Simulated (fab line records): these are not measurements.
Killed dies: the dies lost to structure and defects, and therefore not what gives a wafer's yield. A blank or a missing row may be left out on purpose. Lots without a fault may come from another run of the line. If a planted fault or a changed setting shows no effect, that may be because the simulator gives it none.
Split-lot trial / flow n5 finfet / on a route of 1938 steps: 4 lots, 21 wafers read

== THE SPLIT ITSELF ==
At N5_BEOL_M13_SPUTTER_43 (material TaN, target thk 15 nm, time 24.19 s), the setting time s was moved away from the recipe's 24.19 s on 9 of the 21 wafers read, by -10.1% to +15.0%. The other wafers ran this setting at the recipe's value.

The split's own step is where the reading is taken.

== THE READING ==
TaN_of_BEOL_M13_SPUTTER_43.thk nm (the simulator's own value, which no gauge read), in nm, at N5_BEOL_M13_SPUTTER_43 (material TaN, target thk 15 nm, time 24.19 s). No usual value for it is given in the file. Here, 12 wafers ran the recipe; their average is 15.0 nm with a standard deviation of 0.28 nm.

wafer=L081.4; tool, chamber at the split=pvd sputter-02, -; time s as run, s=24.19; against the recipe=recipe; TaN_of_BEOL_M13_SPUTTER_43.thk nm, nm=15.2; against lot-mates on the recipe=-
wafer=L081.6; tool, chamber at the split=pvd sputter-02, -; time s as run, s=24.19; against the recipe=recipe; TaN_of_BEOL_M13_SPUTTER_43.thk nm, nm=15.2; against lot-mates on the recipe=-
wafer=L081.5; tool, chamber at the split=pvd sputter-02, -; time s as run, s=24.19; against the recipe=recipe; TaN_of_BEOL_M13_SPUTTER_43.thk nm, nm=15; against lot-mates on the recipe=-
wafer=L079.1; tool, chamber at the split=pvd sputter-01, -; time s as run, s=27.81; against the recipe=+15.0%; TaN_of_BEOL_M13_SPUTTER_43.thk nm, nm=17; against lot-mates on the recipe=+1.8
wafer=L079.2; tool, chamber at the split=pvd sputter-01, -; time s as run, s=27.81; against the recipe=+15.0%; TaN_of_BEOL_M13_SPUTTER_43.thk nm, nm=17.4; against lot-mates on the recipe=+2.2
wafer=L079.3; tool, chamber at the split=pvd sputter-01, -; time s as run, s=24.19; against the recipe=recipe; TaN_of_BEOL_M13_SPUTTER_43.thk nm, nm=15.4; against lot-mates on the recipe=-
wafer=L079.4; tool, chamber at the split=pvd sputter-01, -; time s as run, s=24.19; against the recipe=recipe; TaN_of_BEOL_M13_SPUTTER_43.thk nm, nm=15.4; against lot-mates on the recipe=-
wafer=L079.5; tool, chamber at the split=pvd sputter-01, -; time s as run, s=27.81; against the recipe=+15.0%; TaN_of_BEOL_M13_SPUTTER_43.thk nm, nm=17.6; against lot-mates on the recipe=+2.4
wafer=L079.6; tool, chamber at the split=pvd sputter-01, -; time s as run, s=24.19; against the recipe=recipe; TaN_of_BEOL_M13_SPUTTER_43.thk nm, nm=14.8; against lot-mates on the recipe=-
wafer=L089.1; tool, chamber at the split=pvd sputter-01, -; time s as run, s=24.19; against the recipe=recipe; TaN_of_BEOL_M13_SPUTTER_43.thk nm, nm=15.4; against lot-mates on the recipe=-
wafer=L089.2; tool, chamber at the split=pvd sputter-01, -; time s as run, s=24.19; against the recipe=recipe; TaN_of_BEOL_M13_SPUTTER_43.thk nm, nm=14.8; against lot-mates on the recipe=-
wafer=L089.3; tool, chamber at the split=pvd sputter-01, -; time s as run, s=21.75; against the recipe=-10.1%; TaN_of_BEOL_M13_SPUTTER_43.thk nm, nm=14; against lot-mates on the recipe=-1.1
wafer=L089.4; tool, chamber at the split=pvd sputter-01, -; time s as run, s=21.75; against the recipe=-10.1%; TaN_of_BEOL_M13_SPUTTER_43.thk nm, nm=13.8; against lot-mates on the recipe=-1.3
wafer=L089.6; tool, chamber at the split=pvd sputter-01, -; time s as run, s=21.75; against the recipe=-10.1%; TaN_of_BEOL_M13_SPUTTER_43.thk nm, nm=13.8; against lot-mates on the recipe=-1.3
wafer=L089.5; tool, chamber at the split=pvd sputter-01, -; time s as run, s=24.19; against the recipe=recipe; TaN_of_BEOL_M13_SPUTTER_43.thk nm, nm=15; against lot-mates on the recipe=-
wafer=L087.1; tool, chamber at the split=pvd sputter-01, -; time s as run, s=25.79; against the recipe=+6.6%; TaN_of_BEOL_M13_SPUTTER_43.thk nm, nm=16.2; against lot-mates on the recipe=+1.5
wafer=L087.4; tool, chamber at the split=pvd sputter-01, -; time s as run, s=25.79; against the recipe=+6.6%; TaN_of_BEOL_M13_SPUTTER_43.thk nm, nm=16.2; against lot-mates on the recipe=+1.5
wafer=L087.2; tool, chamber at the split=pvd sputter-01, -; time s as run, s=24.19; against the recipe=recipe; TaN_of_BEOL_M13_SPUTTER_43.thk nm, nm=15; against lot-mates on the recipe=-
wafer=L087.3; tool, chamber at the split=pvd sputter-01, -; time s as run, s=24.19; against the recipe=recipe; TaN_of_BEOL_M13_SPUTTER_43.thk nm, nm=14.6; against lot-mates on the recipe=-
wafer=L087.6; tool, chamber at the split=pvd sputter-01, -; time s as run, s=24.19; against the recipe=recipe; TaN_of_BEOL_M13_SPUTTER_43.thk nm, nm=14.6; against lot-mates on the recipe=-
wafer=L087.5; tool, chamber at the split=pvd sputter-01, -; time s as run, s=25.79; against the recipe=+6.6%; TaN_of_BEOL_M13_SPUTTER_43.thk nm, nm=16; against lot-mates on the recipe=+1.3

THE FIT
A straight line over all 21 wafers: TaN_of_BEOL_M13_SPUTTER_43.thk nm changes by +0.142 nm for each +1% of time s; r = +0.97; the points scatter about the line by 0.27 nm.
The same after taking each lot's own level away (the mean of its wafers on the recipe; 21 wafers): +0.141 nm for each +1%; r = +0.97; scatter 0.27 nm.
That fit puts the effect of the largest move of time s on the reading at 2.1 nm.
Across the lots, their own levels run from 14.73 to 15.20 nm, a range of 1.7 times the standard deviation given above.
The two slopes are in agreement: the lot-to-lot level therefore moves the slope only a little.
Check: for one of the wafers moved furthest among these (+15.0%), held out of the fit, the line's prediction against its lot-mates is +2.33 nm. Against them it came out at +1.8 nm.

== THESE WAFERS: OTHER SPLITS ==
Note: prior to the reading, these wafers also went through further splits. Each is held against what the fit with the lots' levels taken away leaves over:
other split on the same wafers=N5_BEOL_M9_COAT_60 spin rpm; wafers away from the commonest value=6; r with TaN_of_BEOL_M13_SPUTTER_43.thk nm (lot level and that fit taken away)=-0.24
other split on the same wafers=N5_BEOL_M10_DEP_56 time s; wafers away from the commonest value=6; r with TaN_of_BEOL_M13_SPUTTER_43.thk nm (lot level and that fit taken away)=-0.30
other split on the same wafers=N5_BEOL_M11_COAT_05 spin rpm; wafers away from the commonest value=6; r with TaN_of_BEOL_M13_SPUTTER_43.thk nm (lot level and that fit taken away)=-0.05
other split on the same wafers=N5_BEOL_M12_COAT_04 spin rpm; wafers away from the commonest value=6; r with TaN_of_BEOL_M13_SPUTTER_43.thk nm (lot level and that fit taken away)=+0.44
other split on the same wafers=N5_BEOL_M12_PEB_08 peb time s; wafers away from the commonest value=9; r with TaN_of_BEOL_M13_SPUTTER_43.thk nm (lot level and that fit taken away)=-0.37

== FILE'S OWN FIT ==
TaN_of_BEOL_M13_SPUTTER_43.thk nm changes by +0.144 nm for each +1% of time s, r = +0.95.
